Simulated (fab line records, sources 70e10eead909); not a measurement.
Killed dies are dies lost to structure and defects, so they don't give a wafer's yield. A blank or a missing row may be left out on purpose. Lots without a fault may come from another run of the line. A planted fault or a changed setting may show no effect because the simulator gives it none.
fab line records | flow nand_harc
record lots=4 wafers=12 last_day=33
route steps=1302 shown A_CHANNEL_HOLE_D2@570
lots that met no fault: from a run of the same line without faults
start_h: hours from the record's first day to the start of the lot's first wafer shown | wait_h: hours since the lot's step before | " the same as in the row above | L1.1+2: a row that stands for several wafers | - no value, or no start given | * or withheld: withheld | < > ~ a bound
route shown NAME@n: a module of which the file shows steps, and the number in the route of the first | usual: mean/standard deviation of fault-free wafers | same: alike in all rows | chamber/n: place in a boat | sites: the reading at each site | _std_site: their standard deviation | _edge_site: outer sites' mean less inner sites' | radius_mm: how far each site lies from the wafer's centre | mask NAME#n: copy n | behind: the tool/chamber that last shaped the wafer | hold: why the lot was held/for how many hours/how that ended | device: the transistor (n, p or np) that didn't switch | end of line: the same wafers' tests at the end of the route | a step without rows: its recipe alone | killed: dies lost to structure and defects at the first sort, not the wafer's yield | map: a wafer's dies, x killed, . not, _ none there
set.NAME: the setting as run; set.NAME@STEP: as run at that earlier step | model.NAME: the simulator's own value behind a step, which no gauge read
lots at some steps of the route; a table a step, a row a wafer
services: from which hour (start_h, from the record's first day; less than 0 if before it) a tool's chamber was out of use, for how many hours, and why
## steps
# step NHARC_A_CHANNEL_HOLE_D2_DEP_00
# recipe target_thk_a=31000 temp_c=400 material=aC
# step NHARC_A_CHANNEL_HOLE_D2_DEP_01
# recipe target_thk_a=1400 target_thk_nm=140 temp_c=400 pressure_torr=3.5 flow_sccm=200 rf_w=350 material=SiON
# step NHARC_A_CHANNEL_HOLE_D2_DEHYDRATE_02
# recipe temp_c=150 time_s=120
# step NHARC_A_CHANNEL_HOLE_D2_HMDS_03
# recipe time_s=30
# step NHARC_A_CHANNEL_HOLE_D2_COAT_36
# recipe temp_c=260 time_s=75
# step NHARC_A_CHANNEL_HOLE_D2_COAT_37
# recipe temp_c=225 time_s=65
# step NHARC_A_CHANNEL_HOLE_D2_COAT_04
# recipe spin_rpm=1500 resist_thk_nm=90
# step NHARC_A_CHANNEL_HOLE_D2_SOFTBAKE_05
# recipe temp_c=105 time_s=55
# step NHARC_A_CHANNEL_HOLE_D2_EBR_06
# step NHARC_A_CHANNEL_HOLE_D2_EXPOSE_07
# recipe na=1.35 target_cd_nm=100 sigma_outer=0.3 dose_mj=59.65 mask_id=HOLE_D2
# columns lot.wafer tool chamber start_h wait_h mask
L538.1+2+4 arfi_scanner-01 0 356.35 - HOLE_D2#0
L543.2+4+6 arfi_scanner-03 0 402.35 - HOLE_D2#0
L554.2+4+6 arfi_scanner-01 0 502.19 - HOLE_D2#0
L555.2+3+5 arfi_scanner-01 0 505.41 - HOLE_D2#0
# step NHARC_A_CHANNEL_HOLE_D2_PEB_08
# recipe peb_temp_c=100 peb_time_s=65
# step NHARC_A_CHANNEL_HOLE_D2_DEVELOP_09
# recipe develop_time_s=35 dev_temp_c=23
# step NHARC_A_CHANNEL_HOLE_D2_CD_MEAS_10
# recipe target_cd_nm=100 landing_energy_ev=500
# usual cd_nm=99.9/0.7
# same landing_energy_ev=500
# columns lot.wafer tool chamber start_h wait_h cd_nm
L538.1 cd_sem-03 0 356.49 - 100.0
L538.2 " 0 " " 100.3
L538.4 " 0 " " 100.4
L543.2 cd_sem-02 0 402.48 - 97.9
L543.4 " 0 " " 99.1
L543.6 " 0 " " 98.7
L554.2 cd_sem-01 0 502.33 - 100.9
L554.4 " 0 " " 105.9
L554.6 " 0 " " 105.7
L555.2 cd_sem-01 0 505.55 - 100.7
L555.3 " 0 " " 106.6
L555.5 " 0 " " 99.4
# step NHARC_A_CHANNEL_HOLE_D2_DESCUM_15
# recipe time_s=3 o2_flow_sccm=200 ar_flow_sccm=0 bias_power_w=0 chemistry=O2
# usual chamber_pressure_mTorr=60.00/0.052 drypump_motor_current_A=5.7/0.44 o2_flow_sccm=200.0/0.59 oes_product_au=1.005/0.013 rf_vpp_V=58.0/0.85 showerhead_plenum_p_Torr=1.97/0.086 throttle_valve_pct=11.311/0.0086
# columns lot.wafer tool chamber start_h wait_h chamber_pressure_mTorr drypump_motor_current_A o2_flow_sccm oes_product_au rf_hours_counter_h rf_vpp_V showerhead_plenum_p_Torr throttle_valve_pct model.A_CHANNEL_HOLE_D2.cd_nm
L538.2 rie_diel-05 2 356.67 0.1 59.98 5.8 199.7 1.028 5.9 57.8 1.98 11.322 99.96
L538.4 " 3 " " 59.95 5.8 199.8 1.034 6.0 58.6 1.89 11.301 99.44
L538.1 " 0 " " 60.04 6.0 199.3 1.000 5.6 57.5 1.80 11.315 100.1
L543.2 rie_diel-03 0 402.67 0.1 60.06 5.2 199.6 0.991 4.8 57.1 2.02 11.305 99.41
L543.4 " 2 " " 59.94 5.5 199.8 1.005 5.5 58.5 1.98 11.300 100.4
L543.6 " 0 " " 59.95 5.2 199.4 1.009 - 57.9 2.02 11.314 100.3
L554.4 rie_diel-05 3 502.53 0.1 59.95 5.8 200.1 0.997 3.2 55.8 1.89 11.318 105.5
L554.2 " 0 " " 59.98 6.0 198.9 0.997 3.7 56.7 1.79 11.311 101.9
L554.6 " 1 " " 59.99 6.0 201.1 1.004 - 56.3 1.93 11.315 105.9
L555.3 rie_diel-05 2 505.74 0.1 60.11 5.8 199.6 1.024 3.5 58.0 1.98 11.305 106.1
L555.2 " 0 " " 60.04 5.9 200.6 1.011 4.1 56.9 1.79 11.306 101.3
L555.5 " 2 " " 59.99 5.8 200.0 1.026 - 58.4 1.98 11.299 99.05
# step NHARC_A_CHANNEL_HOLE_D2_ETCH_38
# recipe target_depth_a=390 over_etch_frac=0.3 time_s=65 ion_energy_ev=80 cf4_flow_sccm=150 ar_flow_sccm=0 rf_w=300 bias_w=100 chemistry=CF4
# step NHARC_A_CHANNEL_HOLE_D2_ETCH_39
# recipe target_depth_a=2600 over_etch_frac=0.3 time_s=325 ion_energy_ev=200 n2_flow_sccm=150 h2_flow_sccm=150 ar_flow_sccm=0 rf_w=400 bias_w=150 chemistry=N2/H2
# step NHARC_A_CHANNEL_HOLE_D2_ETCH_34
# recipe target_depth_a=1540 time_s=77 cf4_flow_sccm=100 chf3_flow_sccm=30 ar_flow_sccm=0 rf_w=500 bias_w=200 chemistry=CF4/CHF3
# step NHARC_A_CHANNEL_HOLE_D2_ETCH_16
# recipe target_depth_a=31000 over_etch_frac=0.3 time_s=806 ion_energy_ev=150 o2_flow_sccm=400 cos_flow_sccm=20 ar_flow_sccm=0 rf_w=500 bias_w=300 chemistry=O2/COS
# step NHARC_A_CHANNEL_HOLE_D2_ETCH_19
# recipe bias_v=1200 source_w=2500 pressure_mtorr=15 time_s=34.5 ar_flow_sccm=375 c4f8_flow_sccm=28.8 o2_flow_sccm=96.2 temp_c=-20 target_depth_a=* chemistry=C4F8/O2/Ar
# step NHARC_A_CHANNEL_HOLE_D2_ETCH_20
# recipe bias_v=3000 source_w=withheld pressure_mtorr=20 time_s=361.9 ar_flow_sccm=375 c4f8_flow_sccm=89.3 o2_flow_sccm=35.7 temp_c=-20 target_depth_a=16000 chemistry=C4F8/O2/Ar
# step NHARC_A_CHANNEL_HOLE_D2_ETCH_21
# recipe bias_v=3000 source_w=withheld pressure_mtorr=20 time_s=514.3 ar_flow_sccm=375 c4f8_flow_sccm=89.3 o2_flow_sccm=35.7 temp_c=-20 target_depth_a=16000 chemistry=C4F8/O2/Ar
# step NHARC_A_CHANNEL_HOLE_D2_ETCH_22
# recipe bias_v=3000 source_w=withheld pressure_mtorr=20 time_s=666.7 ar_flow_sccm=375 c4f8_flow_sccm=89.3 o2_flow_sccm=35.7 temp_c=-20 target_depth_a=16000 chemistry=C4F8/O2/Ar
# step NHARC_A_CHANNEL_HOLE_D2_ETCH_23
# recipe bias_v=5000 source_w=withheld pressure_mtorr=20 time_s=819 ar_flow_sccm=375 c4f8_flow_sccm=89.3 o2_flow_sccm=35.7 temp_c=-20 target_depth_a=16000 chemistry=C4F8/O2/Ar
# step NHARC_A_CHANNEL_HOLE_D2_ETCH_24
# recipe bias_v=5000 source_w=withheld pressure_mtorr=20 time_s=906.2 ar_flow_sccm=375 c4f8_flow_sccm=93.8 o2_flow_sccm=31.2 temp_c=-20 target_depth_a=15000 chemistry=C4F8/O2/Ar
# step NHARC_A_CHANNEL_HOLE_D2_ETCH_25
# recipe bias_v=5000 source_w=withheld pressure_mtorr=20 time_s=1040.2 ar_flow_sccm=375 c4f8_flow_sccm=93.8 o2_flow_sccm=31.2 temp_c=-20 target_depth_a=15000 chemistry=C4F8/O2/Ar
# step NHARC_A_CHANNEL_HOLE_D2_ETCH_26
# recipe bias_v=300 source_w=2000 pressure_mtorr=30 time_s=224.1 ar_flow_sccm=375 c4f8_flow_sccm=11.4 o2_flow_sccm=113.6 temp_c=-20 target_depth_a=3000 chemistry=C4F8/O2/Ar
# step NHARC_A_CHANNEL_HOLE_D2_ETCH_27
# recipe bias_v=400 source_w=2000 pressure_mtorr=25 time_s=90 ar_flow_sccm=375 c4f8_flow_sccm=41.7 o2_flow_sccm=83.3 temp_c=-20 target_depth_a=4000 chemistry=C4F8/O2/Ar
# step NHARC_A_CHANNEL_HOLE_D2_STRIP_41
# recipe n2_flow_sccm=150 h2_flow_sccm=150 ar_flow_sccm=0 bias_w=0 chemistry=N2/H2
# step NHARC_A_CHANNEL_HOLE_D2_STRIP_42
# recipe cf4_flow_sccm=100 chf3_flow_sccm=30 ar_flow_sccm=0 bias_w=0 chemistry=CF4/CHF3
# step NHARC_A_CHANNEL_HOLE_D2_STRIP_43
# recipe o2_flow_sccm=400 cos_flow_sccm=20 ar_flow_sccm=0 bias_w=0 chemistry=O2/COS
# step NHARC_A_CHANNEL_HOLE_D2_ETCH_44
# recipe target_depth_a=1400 overetch_a=140 time_s=77 ion_energy_ev=100 cf4_flow_sccm=80 o2_flow_sccm=20 ar_flow_sccm=0 rf_w=300 bias_w=100 chemistry=CF4/O2
# usual chamber_pressure_mTorr=29.999/0.025 drypump_motor_current_A=5.7/0.42 o2_flow_sccm=20.00/0.059 oes_ar_750_au=1.000/0.0048 oes_product_au=1.005/0.012 rf_vpp_V=198.5/1.4 showerhead_plenum_p_Torr=1.37/0.059 throttle_valve_pct=13.397/0.0094
# columns lot.wafer tool chamber start_h wait_h chamber_pressure_mTorr drypump_motor_current_A o2_flow_sccm oes_ar_750_au oes_product_au rf_hours_counter_h rf_vpp_V showerhead_plenum_p_Torr throttle_valve_pct model.A_CHANNEL_HOLE_D2.cd_nm
L538.2 rie_diel-03 3 362.56 0.1 29.999 5.6 19.88 0.995 0.992 2 198.9 1.42 13.389 86.89
L538.1 " 1 " " 30.003 6.2 20.05 0.996 1.003 3 194.9 1.26 13.410 89.32
L538.4 " 2 " " 30.017 5.5 19.94 0.994 1.010 3 199.0 1.38 13.406 89.91
L543.4 rie_diel-03 2 408.59 0.1 30.032 5.5 20.12 1.008 1.001 6 199.4 1.38 13.398 90.86
L543.2 " 0 " " 29.952 5.2 19.95 0.995 1.010 5 199.4 1.41 13.398 88.63
L543.6 " 1 " " 30.002 6.2 20.12 0.996 0.992 - 197.0 1.26 13.405 90.82
L554.4 rie_diel-03 1 509.14 0.1 29.983 6.2 19.94 1.001 0.997 2 196.5 1.26 13.391 93.31
L554.2 " 2 " " 29.999 5.5 19.98 0.999 1.005 2 200.6 1.38 13.381 90.57
L554.6 " 0 " " 29.990 5.2 20.02 1.004 1.015 - 199.6 1.41 13.396 93.57
L555.2 rie_diel-03 0 511.66 0.1 29.989 5.2 19.96 0.996 0.997 2 199.3 1.41 13.394 90.96
L555.3 " 1 " " 30.035 6.2 19.97 1.002 0.991 3 196.2 1.26 13.408 94.84
L555.5 " 3 " " 29.996 5.7 20.01 0.992 0.988 - 199.3 1.42 13.406 86.77
# step NHARC_A_CHANNEL_HOLE_D2_STRIP_28
# recipe o2_flow_sccm=500 ar_flow_sccm=0 bias_w=0 chemistry=O2
## services
# columns tool chamber start_h hours kind
rie_diel-03 0 339.30 - clean
rie_diel-03 1 339.30 - clean
rie_diel-03 2 339.30 - clean
rie_diel-03 3 339.30 - clean
rie_diel-03 0 342.98 6.5 repair
arfi_scanner-03 - 345.26 2.0 repair
rie_diel-03 0 363.80 - clean
rie_diel-03 1 363.80 - clean
rie_diel-03 2 363.80 - clean
rie_diel-03 3 363.80 - clean
arfi_scanner-03 - 368.00 4.0 pm
rie_diel-05 2 379.76 8.7 repair
rie_diel-03 0 388.30 - clean
rie_diel-03 1 388.30 - clean
rie_diel-03 2 388.30 - clean
rie_diel-03 3 388.30 - clean
arfi_scanner-01 - 401.86 4.5 repair
rie_diel-05 - 402.20 1.8 repair
rie_diel-05 - 406.60 9.0 pm
rie_diel-03 0 412.80 - clean
arfi_scanner-01 - 424.00 4.0 pm
rie_diel-05 2 433.75 3.5 repair
rie_diel-03 - 458.30 9.0 pm
arfi_scanner-03 - 492.69 0.2 repair
## key
first_sign step=NHARC_A_CHANNEL_HOLE_D2_CD_MEAS_10 reading=cd_nm direction=up sigmas=8.9 usual=99.9 struck=106.1
effect none on later readings
model_effect step=NHARC_A_CHANNEL_HOLE_D2_DESCUM_15 value=A_CHANNEL_HOLE_D2.cd_nm without=99.8 struck=105.8
model_effect step=NHARC_A_CHANNEL_HOLE_D2_ETCH_44 value=A_CHANNEL_HOLE_D2.cd_nm without=87.91 struck=93.91
met_at NHARC_A_CHANNEL_HOLE_D2_EXPOSE_07
struck_wafers L554.4,L554.6,L555.3
tester_left_out L554,L555
onset_between 356.35 502.19
fault kind=process_parameter_drift tool=arfi_scanner-01 chamber=- onset_h=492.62 steps=NHARC_A_CHANNEL_HOLE_D2_EXPOSE_07 channel=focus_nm offset=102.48 shape=step end_h=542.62 scope=struck_wafers_only
# tester_left_out: of these lots the tester's yield and bins aren't shown, on N5 and GAA mostly nor the transistor test; their killed dies are dies lost to structure and defects alone, not to doping, threshold or leakage, so they don't give the yield
